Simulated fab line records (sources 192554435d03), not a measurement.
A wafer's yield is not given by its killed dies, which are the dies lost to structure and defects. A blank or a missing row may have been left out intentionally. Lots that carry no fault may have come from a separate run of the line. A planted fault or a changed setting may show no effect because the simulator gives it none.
A lot that was struck, set against a sound lot -- flow n5 finfet -- 35 steps out of a route of 1938
Sound: these wafers, L245.1, L245.5, L245.6. Wafers struck: L256.3, L256.5, L256.6. Last of all comes the cause.
For every step that has rows: the tool of each side, followed by ch and its chambers, followed by its first start. Under that, the readings that differ: sound wafers -- struck wafers -- difference of the means -- sigmas: that difference in standard deviations of wafers without a fault.
alike: readings with means less than 2 such deviations apart, plus words and numbers identical on both sides. not compared: withheld readings, readings lacking a value on some wafer, bounds such as >300 that could conceal the same value, and numbers that have no deviation in the record and whose values overlap.
Wherever a step has rows on one side only, a row that says differs or no value, or a row with sigmas, the two part there. Non-overlapping numbers with no deviation appear without sigmas and do not part them. A reading that every wafer of one side lacks parts them only if that side has two wafers or more.

first, 9 steps without rows for these wafers: N5_PMOS_HMC_CHANNEL_EPI_SOFTBAKE_04 (time 60 s); N5_PMOS_HMC_CHANNEL_EPI_EXPOSE_06 (exposes mask PMOS HMC BLK, target cd 240 nm); N5_PMOS_HMC_CHANNEL_EPI_PEB_07 (peb time 60 s); N5_PMOS_HMC_CHANNEL_EPI_DEVELOP_08 (develop time 30 s); N5_PMOS_HMC_CHANNEL_EPI_DESCUM_14 (chemistry O2, time 7.9 s); N5_PMOS_HMC_CHANNEL_EPI_ETCH_32 (etches BARC in N2/H2, stops on SiO2, target depth 85.8 nm, time 50.3 s); N5_PMOS_HMC_CHANNEL_EPI_HM_OPEN_15 (chemistry CHF3/O2, target SiO2, target depth 40.6 nm, time 20.3 s); N5_PMOS_HMC_CHANNEL_EPI_STRIP_33 (strips in N2/H2); N5_PMOS_HMC_CHANNEL_EPI_STRIP_17 (strips in SPM, time 750 s).
N5_PMOS_HMC_CHANNEL_EPI_ETCH_38: etches SiO2 in CF4, target depth 1.5 nm.
  sound on rie si-01 ch 0,1,3, day 2 17:53; struck on rie si-05 ch 2,3, day 5 12:19
reading,sound,struck,difference,sigmas
oes product au (a.u.),1.057 1.009 1.024,0.982 0.985 0.976,-0.049,-2
  alike: drypump motor current A, throttle valve pct
  not compared: rf hours counter h
then, 24 steps without rows for these wafers: N5_PMOS_HMC_CHANNEL_EPI_FIN_RECESS_16 (chemistry HBr/Cl2, target Si, target depth 54 nm, time 18 s); N5_PMOS_HMC_CHANNEL_EPI_PRECLEAN_36 (cleans in O3/DIW, time 45 s); N5_PMOS_HMC_CHANNEL_EPI_PRECLEAN_18 (cleans in DHF, time 30 s); N5_PMOS_HMC_CHANNEL_EPI_SRD_19 (time 30 s); N5_PMOS_HMC_CHANNEL_EPI_EPI_20 (deposits SiGe30, target thk 59 nm); N5_PMOS_HMC_CHANNEL_EPI_HM_STRIP_35 (strips SiO2 in dHF, material SiO2, target depth 39.6 nm, time 216 s); N5_PMOS_HMC_CHANNEL_EPI_SRD_39 (time 30 s); N5_PMOS_HMC_CHANNEL_EPI_CMP_21 (polishes SiGe30, target thk 54 nm); N5_PMOS_HMC_CHANNEL_EPI_PRECLEAN_40 (cleans in DHF, time 30 s); N5_PMOS_HMC_CHANNEL_EPI_PRECLEAN_37 (cleans in O3/DIW, time 45 s); N5_PMOS_HMC_CHANNEL_EPI_PRECLEAN_24 (cleans in DHF, time 30 s); N5_PMOS_HMC_CHANNEL_EPI_SRD_25 (time 30 s); N5_PMOS_HMC_CHANNEL_EPI_EPI_26 (deposits Si from SiH4/H2, target thk 3.8 nm, time 22.7 s); N5_FIN_SAQP_PRECLEAN_42 (cleans in O3/DIW, time 60 s); N5_FIN_SAQP_PRECLEAN_00 (cleans in SC1, time 60 s); N5_FIN_SAQP_PRECLEAN_44 (cleans in SC2, time 45 s); N5_FIN_SAQP_SRD_01 (time 30 s); N5_FIN_SAQP_ALD_61 (deposits SiO2, target thk 4 nm, pulse time 1 s, purge time 2 s); N5_FIN_SAQP_DENSIFY_62 (time 60 s); N5_FIN_SAQP_HM_DEP_03 (deposits SiNx from SiH4/NH3/N2, target thk 38 nm, time 33.6 s); N5_FIN_SAQP_PECVD_47 (deposits a-Si from SiH4/He, target thk 45 nm, time 36.3 s); N5_FIN_SAQP_PECVD_48 (deposits SiNx from SiH4/NH3/N2, target thk 25 nm, time 22.1 s); N5_FIN_SAQP_PECVD_06 (deposits a-Si from SiH4/He, target thk 60 nm, time 48.1 s); N5_FIN_SAQP_HM_DEP_72 (deposits SiO2 from SiH4/N2O, target thk 12 nm, time 7.2 s).
-- record jumps: 12 days separate the struck wafers' starts on either side; left off in module FIN_SAQP, taken up again in module PASSIVATION, whose first shown step is the route's number 1936 --
N5_PASSIVATION_PROBE_49:
  struck on prober-02, day 17 00:29; sound on prober-01, day 14 00:18
reading,sound,struck,difference,sigmas
defect limited yield (%),93.1 92.5 92.4,83.1 79.8 83.9,-10.4,-7
killed at front end,30 39 51,120 182 115,+99,+8
killed dies,81 88 90,200 238 190,+123,+7
sort_bin_5_function (%),4.2 4.3 4.4,9.9 12.1 9.7,+6.3,+7
sort_bin_6_memory (%),2.2 3.1 2.3,4.3 3.9 3.9,+1.5,+2
sort n pass,1099 1092 1090,980 942 990,-123,-7
sort yield pct (%),93.1 92.5 92.4,83.1 79.8 83.9,-10.4,-7
  alike: killed_at_M0_to_M3, killed_at_M4_up, killed at contacts, killed at other, killed open, killed short

== WHERE THEY PART ==
Last at N5_PASSIVATION_PROBE_49 as far as this record goes, first at N5_PMOS_HMC_CHANNEL_EPI_ETCH_38.

WHY: whatever the simulator had introduced
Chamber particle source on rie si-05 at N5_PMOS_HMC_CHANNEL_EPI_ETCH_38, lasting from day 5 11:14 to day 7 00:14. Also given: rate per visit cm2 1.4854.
